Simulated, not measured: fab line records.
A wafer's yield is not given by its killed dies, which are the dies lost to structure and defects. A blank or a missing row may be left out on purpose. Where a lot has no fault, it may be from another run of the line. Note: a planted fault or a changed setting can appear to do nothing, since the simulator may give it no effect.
fab line records	flow n5_finfet
record: lots: 10	wafers: 30	last_day: 17
route steps=1938 shown ZERO_LAYER@4 WELL_APT@30 BEOL_M4@1111 PASSIVATION@1936
lots with no fault: from the same line, run without faults
start_h: start of the lot's first displayed wafer, in hours after the record's first day	wait_h: hours elapsed since this lot's preceding step	" the same as in the row above	L1.1+2: a single row standing in for several wafers	- either no value or no given start	* or withheld: withheld	< > ~ a bound
route shown NAME@n: a module of which the file shows steps, and the number in the route of the first	usual: average and standard deviation across the fault-free wafers	same: alike in all rows	chamber/n: place in a boat	sites: each site's reading	_std_site: standard deviation of those values	_edge_site: mean of outer sites minus mean of inner sites	radius_mm: for every site, how far away it sits from the centre of the wafer	mask NAME#n: copy n	behind: the most recent tool/chamber to have shaped the wafer	hold: why the lot was held/for how many hours/how that ended	device: the n, p or np transistor that did not switch	end of line: tests of these same wafers at the route's end	where a step has no rows: the recipe by itself	killed: at the first sort, the dies lost to defects and structure; wafer yield is something else	map: a wafer's dies, x killed, . not, _ none there
set.NAME: the setting as run; set.NAME@STEP: as run at that earlier step	model.NAME: the simulator's own value behind a step, which no gauge read
one table for each step of the route and one row for each wafer, over a sample of lots
services: when a tool's chamber went out of use (start_h, in hours from the record's first day, below 0 if earlier), for how many hours, and the reason
== steps ==
step: N5_ZERO_LAYER_PECVD_02
recipe: material: SiO2	target_thk_a: 100	temp_c: 400	precursor: SiH4/N2O	pressure_torr: 0.75	rf_w: 275	time_s: 6
usual: chamber_pressure_Torr: 0.7499/0.0015	heater_power_w: 748/96	showerhead_plenum_p_Torr: 8.14/0.15
lot.wafer	tool	chamber	start_h	wait_h	chamber_pressure_Torr	heater_power_w	showerhead_plenum_p_Torr
L772.1	pecvd-02	2	30.28	0.0	0.7497	657	8.14
L772.2	"	0	"	"	0.7509	805	8.17
L772.4	"	1	"	"	0.7509	726	8.17
L777.1	pecvd-03	2	60.28	0.0	0.7502	905	8.21
L777.3	"	1	"	"	0.7496	811	8.02
L777.6	"	1	"	"	0.7513	806	8.02
L779.1	pecvd-02	0	72.28	0.0	0.7498	815	8.15
L779.5	"	0	"	"	0.7500	807	8.14
L779.6	"	1	"	"	0.7513	713	8.19
L780.1	pecvd-01	1	78.28	0.0	0.7508	604	7.82
L780.4	"	2	"	"	0.7483	706	8.19
L780.6	"	1	"	"	0.7531	612	7.79
L781.1	pecvd-03	1	84.28	0.0	0.7491	727	8.03
L781.4	"	0	"	"	0.7484	831	8.35
L781.5	"	2	"	"	0.7521	941	8.20
L783.1	pecvd-01	0	96.30	0.0	0.7488	748	8.28
L783.2	"	1	"	"	0.7482	656	7.81
L783.4	"	2	"	"	0.7489	714	8.19
L784.1	pecvd-02	2	102.28	0.0	0.7490	592	8.13
L784.3	"	0	"	"	0.7487	694	8.15
L784.6	"	2	"	"	0.7478	569	8.13
L788.1	pecvd-03	2	126.28	0.0	0.7494	858	8.21
L788.4	"	0	"	"	0.7510	787	8.33
L788.5	"	2	"	"	0.7493	875	8.17
L789.4	pecvd-02	2	132.31	0.1	0.7514	542	8.12
L789.5	"	0	"	"	0.7494	814	8.16
L789.6	"	1	"	"	0.7496	789	8.18
L792.1	pecvd-03	2	150.28	0.0	0.7506	904	8.20
L792.2	"	0	"	"	0.7508	851	8.34
L792.6	"	0	"	"	0.7538	844	8.35
step: N5_ZERO_LAYER_DESCUM_16
recipe: chemistry: O2	time_s: 7.9	source_power_w: 50	bias_power_w: 20	pressure_mtorr: 20	rf_frequency_hz: 2.712e+07	temp_c: 40	o2_flow_sccm: 225
usual: chamber_pressure_mTorr: 20.002/0.019	drypump_motor_current_A: 5.8/0.33	oes_product_au: 0.77/0.078	rf_vpp_V: 243.3/1.4	showerhead_plenum_p_Torr: 2.11/0.078	throttle_valve_pct: 20.47/0.24
lot.wafer	tool	chamber	start_h	wait_h	chamber_pressure_mTorr	drypump_motor_current_A	oes_product_au	rf_hours_counter_h	rf_vpp_V	showerhead_plenum_p_Torr	throttle_valve_pct
L772.1	rie_diel-01	1	30.81	0.0	19.984	5.9	0.72	195	242.0	2.07	20.95
L772.2	"	0	"	"	20.023	5.1	0.66	247	241.7	2.04	20.55
L772.4	"	2	"	"	19.977	5.6	0.78	142	244.0	2.18	20.37
L777.1	rie_diel-01	3	60.68	0.0	19.996	6.2	0.88	23	244.6	2.22	20.28
L777.3	"	1	"	"	20.013	5.9	0.71	206	242.3	2.07	20.96
L777.6	"	1	"	"	20.024	5.9	0.71	-	242.7	2.07	20.95
L779.1	rie_diel-02	1	72.69	0.0	20.002	6.4	0.67	252	243.8	2.04	20.47
L779.5	"	3	"	"	20.033	5.5	0.71	-	244.0	2.17	20.61
L779.6	"	2	"	"	20.004	6.0	0.88	-	241.8	2.05	20.18
L780.1	rie_diel-06	1	78.80	0.0	20.000	6.0	0.75	118	244.5	2.22	20.58
L780.4	"	0	"	"	19.998	5.6	0.78	147	243.2	2.10	20.49
L780.6	"	0	"	"	20.037	5.6	0.78	-	241.5	2.10	20.49
L781.1	rie_diel-02	2	84.81	0.0	19.970	6.0	0.88	41	241.5	2.05	20.19
L781.4	"	0	"	"	20.033	5.6	0.74	-	241.9	2.00	20.23
L781.5	"	3	"	"	19.997	5.6	0.71	-	243.2	2.17	20.62
L783.1	rie_diel-01	1	96.71	0.0	19.998	5.9	0.70	217	240.4	2.06	20.96
L783.2	"	2	"	"	20.024	5.7	0.77	165	244.9	2.18	20.39
L783.4	"	0	"	"	20.011	5.1	0.95	10	244.9	2.03	20.22
L784.1	rie_diel-02	3	103.02	0.3	20.004	5.5	0.70	219	244.1	2.16	20.64
L784.3	"	1	"	"	20.017	6.4	1.02	1	241.7	2.04	20.06
L784.6	"	3	"	"	19.992	5.5	0.69	-	243.7	2.16	20.66
L788.1	rie_diel-02	3	126.80	0.0	19.958	5.6	0.69	228	244.6	2.16	20.64
L788.4	"	2	"	"	19.985	5.9	0.85	-	241.8	2.05	20.21
L788.5	"	3	"	"	19.995	5.5	0.69	-	244.8	2.16	20.66
L789.4	rie_diel-02	3	132.68	0.0	20.037	5.6	0.68	230	243.2	2.16	20.64
L789.5	"	3	"	"	20.008	5.6	0.68	-	243.6	2.16	20.67
L789.6	"	2	"	"	20.016	6.0	0.85	-	241.7	2.05	20.20
L792.1	rie_diel-02	1	150.81	0.1	20.003	6.4	0.95	11	242.7	2.04	20.08
L792.2	"	2	"	"	19.989	5.9	0.84	66	241.6	2.04	20.21
L792.6	"	3	"	"	19.992	5.5	0.68	-	244.3	2.16	20.66
step: N5_WELL_APT_INSPECT_10
recipe: mode: adi	inspect_instrument: macro
usual: raw_defect_count: 1.8/1.4
lot.wafer	tool	chamber	start_h	wait_h	raw_defect_count
L772.1	defect_inspect-02	-	32.12	0.0	1
L772.2	"	-	"	"	2
L772.4	"	-	"	"	3
L777.1	defect_inspect-02	-	61.62	0.0	3
L777.3	"	-	"	"	2
L777.6	"	-	"	"	2
L779.1	defect_inspect-02	-	73.62	0.0	1
L779.5	"	-	"	"	0
L779.6	"	-	"	"	4
L780.1	defect_inspect-02	-	79.73	0.0	3
L780.4	"	-	"	"	0
L780.6	"	-	"	"	1
L781.1	defect_inspect-01	-	85.86	0.0	2
L781.4	"	-	"	"	3
L781.5	"	-	"	"	0
L783.1	defect_inspect-02	-	97.77	0.0	1
L783.2	"	-	"	"	1
L783.4	"	-	"	"	2
L784.1	defect_inspect-01	-	104.12	0.0	3
L784.3	"	-	"	"	0
L784.6	"	-	"	"	2
L788.1	defect_inspect-01	-	127.73	0.0	2
L788.4	"	-	"	"	6
L788.5	"	-	"	"	2
L789.4	defect_inspect-02	-	133.74	0.0	5
L789.5	"	-	"	"	0
L789.6	"	-	"	"	1
L792.1	defect_inspect-02	-	151.77	0.0	3
L792.2	"	-	"	"	2
L792.6	"	-	"	"	2
step: N5_WELL_APT_COAT_19
recipe: spin_rpm: 1357	resist_thk_nm: 950
usual: dispense_pressure_kPa: 46.6/2.6	spin_speed_rpm: 1357.0/0.98
lot.wafer	tool	chamber	start_h	wait_h	dispense_pressure_kPa	spin_speed_rpm
L772.1	litho_track-01	0	33.17	-	50.4	1357.0
L772.2	"	0	"	"	50.3	1357.7
L772.4	"	0	"	"	50.3	1357.8
L777.1	litho_track-04	0	62.41	-	43.9	1358.1
L777.3	"	0	"	"	43.9	1357.4
L777.6	"	0	"	"	43.9	1358.3
L779.1	litho_track-01	0	74.42	-	50.3	1357.1
L779.5	"	0	"	"	50.3	1358.0
L779.6	"	0	"	"	50.3	1357.2
L780.1	litho_track-03	0	81.22	-	47.5	1354.2
L780.4	"	0	"	"	47.5	1358.1
L780.6	"	0	"	"	47.4	1356.4
L781.1	litho_track-03	0	86.67	-	47.5	1357.8
L781.4	"	0	"	"	47.5	1355.4
L781.5	"	0	"	"	47.5	1357.8
L783.1	litho_track-03	0	99.02	-	47.5	1519.3
L783.2	"	0	"	"	47.5	1519.4
L783.4	"	0	"	"	47.5	1518.5
L784.1	litho_track-04	0	105.14	-	43.9	1356.9
L784.3	"	0	"	"	43.9	1355.7
L784.6	"	0	"	"	43.9	1355.3
L788.1	litho_track-03	0	128.53	-	47.5	1518.6
L788.4	"	0	"	"	47.5	1519.5
L788.5	"	0	"	"	47.5	1518.8
L789.4	litho_track-01	0	134.78	-	50.3	1357.4
L789.5	"	0	"	"	50.3	1358.2
L789.6	"	0	"	"	50.2	1355.9
L792.1	litho_track-01	0	152.60	-	50.2	1355.3
L792.2	"	0	"	"	50.2	1355.3
L792.6	"	0	"	"	50.2	1355.2
step: N5_BEOL_M4_RC_MEAS_101
usual: DIBL_N: 36.3/1.7	DIBL_P: 36.3/2.2	IOFF_N: 0.16/0.034	IOFF_P: 0.21/0.038	ION_N: 673/13	ION_P: 461/8.3	SS_N: 71.5/0.55	SS_P: 73.3/0.67	VT_N: 250/3.4	VT_P: -251/3.5
lot.wafer	tool	chamber	start_h	wait_h	DIBL_N[mV/V]	DIBL_P[mV/V]	IOFF_N[nA/um]	IOFF_P[nA/um]	ION_N[uA/um]	ION_P[uA/um]	SS_N[mV/dec]	SS_P[mV/dec]	VT_N[mV]	VT_P[mV]
L772.1	prober-02	0	187.30	0.0	33.0	31.4	0.10	0.14	658	456	71.1	71.6	256	-255
L772.2	"	0	"	"	35.9	35.7	0.15	0.19	667	461	71.4	73.1	253	-254
L772.4	"	0	"	"	35.8	35.9	0.14	0.20	672	464	71.2	73.4	252	-253
L777.1	prober-01	0	210.59	0.0	37.0	39.3	0.16	0.25	656	464	71.9	73.5	251	-247
L777.3	"	0	"	"	37.0	39.2	0.16	0.23	679	465	72.1	73.6	251	-251
L777.6	"	0	"	"	36.8	38.2	0.15	0.23	663	462	71.5	74.0	250	-246
L779.1	prober-02	0	216.59	0.0	36.4	38.1	0.17	0.24	674	467	72.1	74.4	252	-249
L779.5	"	0	"	"	36.1	37.2	0.16	0.21	667	455	71.4	74.4	251	-252
L779.6	"	0	"	"	36.8	39.0	0.17	0.26	670	467	72.0	74.6	252	-248
L780.1	prober-02	0	237.78	0.0	35.7	35.9	0.16	0.18	676	459	71.1	72.8	248	-253
L780.4	"	0	"	"	37.9	37.6	0.19	0.21	662	452	72.6	73.9	249	-251
L780.6	"	0	"	"	36.9	37.3	0.18	0.20	679	452	71.7	73.5	247	-253
L781.1	prober-02	0	242.56	0.0	39.9	40.9	0.24	0.29	703	474	72.0	73.6	242	-246
L781.4	"	0	"	"	36.0	37.5	0.17	0.23	685	474	71.5	73.0	248	-247
L781.5	"	0	"	"	35.6	36.3	0.16	0.21	681	461	71.8	72.6	247	-250
L783.1	prober-02	0	249.04	0.0	39.4	38.7	0.20	0.26	680	463	71.7	74.4	248	-246
L783.2	"	0	"	"	35.9	34.5	0.12	0.18	663	458	71.2	73.0	254	-251
L783.4	"	0	"	"	33.9	32.6	0.11	0.16	659	456	70.3	72.3	255	-250
L784.1	prober-01	0	266.45	0.0	38.7	38.5	0.21	0.23	690	466	72.0	74.1	246	-253
L784.3	"	0	"	"	38.9	40.0	0.22	0.26	701	469	71.7	74.2	245	-249
L784.6	"	0	"	"	36.7	36.8	0.17	0.20	681	461	71.6	74.4	247	-254
L788.1	prober-01	0	286.69	0.0	36.9	38.1	0.18	0.24	683	467	71.5	73.7	247	-249
L788.4	"	0	"	"	36.8	37.3	0.17	0.22	684	467	71.8	73.6	248	-248
L788.5	"	0	"	"	36.6	38.4	0.18	0.24	682	470	71.5	74.0	248	-246
L789.4	prober-02	0	287.43	0.5	39.4	39.6	0.22	0.27	699	475	71.7	73.7	244	-247
L789.5	"	0	"	"	35.8	34.8	0.13	0.18	669	462	71.5	72.2	255	-251
L789.6	"	0	"	"	37.2	37.5	0.18	0.23	688	471	71.2	74.1	248	-250
L792.1	prober-02	0	296.96	0.0	36.2	35.5	0.14	0.17	662	453	71.2	73.1	253	-256
L792.2	"	0	"	"	38.1	37.5	0.18	0.20	671	455	71.8	73.8	248	-251
L792.6	"	0	"	"	38.4	38.9	0.20	0.23	693	465	71.8	74.1	248	-253
step: N5_PASSIVATION_PROBE_49
usual: defect_limited_yield: 91.4/1.6	killed_at_M0_to_M3: 34/10	killed_at_M4_up: 12/4.8	killed_at_contacts: 11/6.2	killed_at_front_end: 39/13	killed_at_other: 4/3.1	killed_dies: 101/19	killed_open: 67/14	killed_short: 32/8.3	sort_bin_5_function: 5.0/1	sort_bin_6_memory: 3.2/0.76	sort_n_pass: 1079/19	sort_yield_pct: 91.4/1.6
same: gross_dies: 1180	killed_at_back_side: 0	sort_bin_4_leakage[%]: 0	sort_bin_8_speed[%]: 0
lot.wafer	tool	chamber	start_h	wait_h	defect_limited_yield[%]	killed_at_M0_to_M3	killed_at_M4_up	killed_at_contacts	killed_at_front_end	killed_at_other	killed_dies	killed_open	killed_short	sort_bin_5_function[%]	sort_bin_6_memory[%]	sort_n_pass	sort_yield_pct[%]
L772.1	prober-01	-	292.29	0.0	92.3	37	17	4	30	3	91	59	32	5.0	2.6	1089	92.3
L772.2	prober-01	-	292.34	0.1	92.4	30	9	11	32	8	90	56	32	4.5	2.6	1090	92.4
L772.4	prober-01	-	292.44	0.2	91.7	19	17	9	38	15	98	54	39	4.8	2.7	1082	91.7
L777.1	prober-01	-	320.94	0.0	92.5	33	13	13	26	4	89	60	28	5.2	2.4	1091	92.5
L777.3	prober-01	-	321.04	0.1	92.0	35	6	13	33	7	94	59	34	3.8	4.0	1086	92.0
L777.6	prober-01	-	321.19	0.3	91.8	46	7	13	30	1	97	64	33	4.7	3.4	1083	91.8
L780.1	prober-01	-	347.33	0.0	91.2	34	16	16	33	5	104	73	30	5.3	3.3	1076	91.2
L780.4	prober-01	-	347.48	0.2	90.0	40	19	18	35	6	118	78	34	5.6	4.1	1062	90.0
L780.6	prober-01	-	347.58	0.3	89.2	46	7	19	47	8	127	90	36	6.4	4.1	1053	89.2
L788.1	prober-02	-	387.82	0.0	90.3	40	17	18	34	6	115	82	27	6.2	3.1	1065	90.3
L788.4	prober-02	-	387.97	0.2	91.9	37	11	14	30	3	95	64	29	4.8	2.7	1085	91.9
L788.5	prober-02	-	388.02	0.2	88.9	41	19	31	33	7	131	84	43	5.6	5.0	1049	88.9
L789.4	prober-02	-	392.51	0.2	89.0	29	18	21	59	3	130	84	46	5.7	4.9	1050	89.0
L789.5	prober-02	-	392.56	0.2	93.5	17	14	7	38	1	77	52	23	4.1	2.4	1103	93.5
L789.6	prober-02	-	392.61	0.3	92.5	18	9	19	39	3	88	50	37	4.2	2.8	1092	92.5
L792.1	prober-01	-	402.43	0.0	93.2	32	10	6	26	6	80	55	24	4.2	2.5	1100	93.2
L792.2	prober-01	-	402.48	0.1	92.3	46	10	3	30	2	91	64	26	4.7	2.6	1089	92.3
L792.6	prober-01	-	402.68	0.3	93.8	38	6	4	24	1	73	41	31	3.5	2.5	1107	93.8
killed by level:class
L772.1 BEOL_M3:geometric_particle:open=11 FIN_SAQP:geometric_particle:short=8 STI_FIN_REVEAL:geometric_particle:open=6 BEOL_M0_SAQP:geometric_particle:open=6 BEOL_M0_SAQP:geometric_particle:short=6 BEOL_M2:geometric_particle:open=6 BEOL_M4:geometric_particle:open=6 MOL_CONTACT_COAG:geometric_particle:open=4
L772.2 FIN_SAQP:geometric_particle:short=13 MOL_CONTACT_COAG:geometric_particle:open=10 STI_FIN_REVEAL:geometric_particle:open=8 BEOL_M2:geometric_particle:open=8 BEOL_M3:geometric_particle:open=7 BEOL_M0_SAQP:geometric_particle:open=5 BEOL_M0_SAQP:geometric_particle:short=5 BEOL_M1:geometric_particle:open=4
L772.4 FIN_SAQP:geometric_particle:short=9 MOL_CONTACT_COAG:geometric_particle:open=8 BEOL_M0_SAQP:geometric_particle:short=7 BEOL_M4:geometric_particle:open=7 STI_FIN_REVEAL:geometric_particle:open=6 PASS1_CAP:geometric_particle:short=6 DUMMY_GATE:geometric_particle:open=4 STARTING-WAFER:geometric_particle:short=4
L777.1 FIN_SAQP:geometric_particle:open=12 MOL_CONTACT_COAG:geometric_particle:open=11 BEOL_M0:geometric_particle:open=6 BEOL_M1:geometric_particle:open=6 BEOL_M3:geometric_particle:short=6 FIN_SAQP:geometric_particle:short=4 GATE_CUT:geometric_particle:open=4 BEOL_M0_SAQP:geometric_particle:open=4
L777.3 MOL_CONTACT_COAG:geometric_particle:open=11 BEOL_M1:geometric_particle:open=11 BEOL_M2:geometric_particle:open=10 FIN_SAQP:geometric_particle:open=5 STI_FIN_REVEAL:geometric_particle:open=5 ILD0:geometric_particle:short=5 GATE_CUT:geometric_particle:short=4 DUMMY_GATE:geometric_particle:short=3
L777.6 BEOL_M2:geometric_particle:open=13 MOL_CONTACT_COAG:geometric_particle:open=11 BEOL_M0_SAQP:geometric_particle:open=9 BEOL_M1:geometric_particle:open=8 BEOL_M0_SAQP:geometric_particle:short=7 FIN_SAQP:geometric_particle:short=6 STARTING-WAFER:geometric_particle:short=6 STI_FIN_REVEAL:geometric_particle:open=4
L780.1 STI_FIN_REVEAL:geometric_particle:open=12 MOL_CONTACT_COAG:geometric_particle:open=12 BEOL_M0_SAQP:geometric_particle:open=10 BEOL_M0_SAQP:geometric_particle:short=6 GATE_CUT:geometric_particle:short=5 BEOL_M2:geometric_particle:open=5 MOL_CONTACT_COAG:geometric_particle:short=4 BEOL_M3:geometric_particle:open=4
L780.4 MOL_CONTACT_COAG:geometric_particle:open=16 STI_FIN_REVEAL:geometric_particle:open=10 BEOL_M0_SAQP:geometric_particle:short=9 BEOL_M4:geometric_particle:open=8 BEOL_M1:geometric_particle:open=7 BEOL_M2:geometric_particle:open=7 FIN_SAQP:geometric_particle:short=6 BEOL_M1:geometric_particle:short=6
L780.6 STI_FIN_REVEAL:geometric_particle:open=24 MOL_CONTACT_COAG:geometric_particle:open=18 BEOL_M3:geometric_particle:open=10 STI_FIN_REVEAL:geometric_particle:short=9 BEOL_M1:geometric_particle:open=9 BEOL_M0_SAQP:geometric_particle:short=5 BEOL_M1:geometric_particle:short=5 BEOL_M2:geometric_particle:open=5
L788.1 MOL_CONTACT_COAG:geometric_particle:open=15 BEOL_M0_SAQP:geometric_particle:open=11 FIN_SAQP:geometric_particle:open=9 BEOL_M2:geometric_particle:open=9 BEOL_M1:geometric_particle:open=8 BEOL_M4:geometric_particle:open=8 STI_FIN_REVEAL:geometric_particle:open=7 BEOL_M0_SAQP:geometric_particle:short=7
L788.4 MOL_CONTACT_COAG:geometric_particle:open=11 BEOL_M2:geometric_particle:open=11 FIN_SAQP:geometric_particle:open=10 BEOL_M0_SAQP:geometric_particle:short=8 BEOL_M0_SAQP:geometric_particle:open=7 BEOL_M2:geometric_particle:short=6 DUMMY_GATE:geometric_particle:open=5 GATE_CUT:geometric_particle:short=4
L788.5 MOL_CONTACT_COAG:geometric_particle:open=24 BEOL_M0_SAQP:geometric_particle:short=10 BEOL_M2:geometric_particle:open=9 BEOL_M4:geometric_particle:open=8 FIN_SAQP:geometric_particle:open=7 MOL_CONTACT_COAG:geometric_particle:short=7 BEOL_M0_SAQP:geometric_particle:open=7 FIN_SAQP:geometric_particle:short=5
L789.4 MOL_CONTACT_COAG:geometric_particle:open=18 STI_FIN_REVEAL:geometric_particle:open=15 FIN_SAQP:geometric_particle:short=14 FIN_SAQP:geometric_particle:open=9 BEOL_M4:geometric_particle:open=9 BEOL_M2:geometric_particle:open=8 BEOL_M0_SAQP:geometric_particle:short=7 DUMMY_GATE:geometric_particle:open=6
L789.5 FIN_SAQP:geometric_particle:short=8 BEOL_M4:geometric_particle:open=7 FIN_SAQP:geometric_particle:open=6 MOL_CONTACT_COAG:geometric_particle:open=6 STI_FIN_REVEAL:geometric_particle:open=5 DUMMY_GATE:geometric_particle:open=5 GATE_CUT:geometric_particle:short=4 BEOL_M0_SAQP:geometric_particle:open=4
L789.6 MOL_CONTACT_COAG:geometric_particle:open=17 FIN_SAQP:geometric_particle:short=9 BEOL_M0_SAQP:geometric_particle:short=7 GATE_CUT:geometric_particle:short=6 BEOL_M1:geometric_particle:open=6 FIN_SAQP:geometric_particle:open=5 STI_FIN_REVEAL:geometric_particle:open=5 DUMMY_GATE:geometric_particle:open=4
L792.1 BEOL_M1:geometric_particle:open=11 BEOL_M0_SAQP:geometric_particle:open=7 BEOL_M3:geometric_particle:open=7 BEOL_M5:geometric_particle:open=6 STI_FIN_REVEAL:geometric_particle:open=5 MOL_CONTACT_COAG:geometric_particle:open=5 BEOL_M0_SAQP:geometric_particle:short=5 FIN_CUT:geometric_particle:short=4
L792.2 BEOL_M1:geometric_particle:open=14 STI_FIN_REVEAL:geometric_particle:open=13 BEOL_M0_SAQP:geometric_particle:open=9 FIN_SAQP:geometric_particle:open=8 BEOL_M0_SAQP:geometric_particle:short=8 BEOL_M1:geometric_particle:short=5 FIN_SAQP:geometric_particle:short=4 BEOL_M5:geometric_particle:open=4
L792.6 BEOL_M3:geometric_particle:open=10 BEOL_M3:geometric_particle:short=9 BEOL_M1:geometric_particle:open=7 FIN_SAQP:geometric_particle:short=6 BEOL_M0_SAQP:geometric_particle:open=5 FIN_SAQP:geometric_particle:open=4 STI_FIN_REVEAL:geometric_particle:open=3 MOL_CONTACT_COAG:geometric_particle:open=3
== services ==
tool	chamber	start_h	hours	kind
pecvd-03	2	10.60	2.1	scheduled_down
pecvd-03	-	11.19	1.5	repair
pecvd-01	-	21.41	2.8	pm
pecvd-02	-	24.12	1.2	repair
litho_track-01	-	24.22	-	consumable_replace:filter
pecvd-01	2	29.12	-	clean
rie_diel-01	3	36.05	13.4	repair
rie_diel-01	0	49.46	-	clean
rie_diel-01	0	49.46	-	consumable_replace:focus_ring
rie_diel-01	0	49.46	14.4	scheduled_down
rie_diel-01	0	49.46	14.4	vent_cycle
rie_diel-06	0	67.60	9.2	repair
pecvd-03	-	67.91	0.6	repair
rie_diel-02	1	74.99	10.1	repair
rie_diel-02	1	85.11	-	clean
rie_diel-02	1	85.11	-	consumable_replace:focus_ring
rie_diel-02	1	85.11	16.8	scheduled_down
rie_diel-02	1	85.11	16.8	vent_cycle
rie_diel-02	1	111.75	17.4	repair
pecvd-01	2	123.12	15.9	repair
pecvd-03	-	134.59	1.1	repair
rie_diel-01	3	135.36	4.7	repair
rie_diel-01	0	137.90	2.9	repair
pecvd-03	1	147.00	5.5	scheduled_down
== key ==
first_sign: step: N5_WELL_APT_COAT_19	reading: spin_speed_rpm	direction: up	sigmas: 99+	usual: *	struck: *
effect none on later readings
met_at N5_WELL_APT_COAT_19
struck_lots L783,L788
not_acting_at N5_ZERO_LAYER_PECVD_02,N5_ZERO_LAYER_DESCUM_16,N5_WELL_APT_INSPECT_10
onset_between 86.67 99.02
fault: kind: process_parameter_drift	tool: litho_track-03	chamber: -	onset_h: 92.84	steps: N5_WELL_APT_COAT_19	channel: spin_rpm	offset: *	shape: step	end_h: 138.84	acts_in: *	stated: *
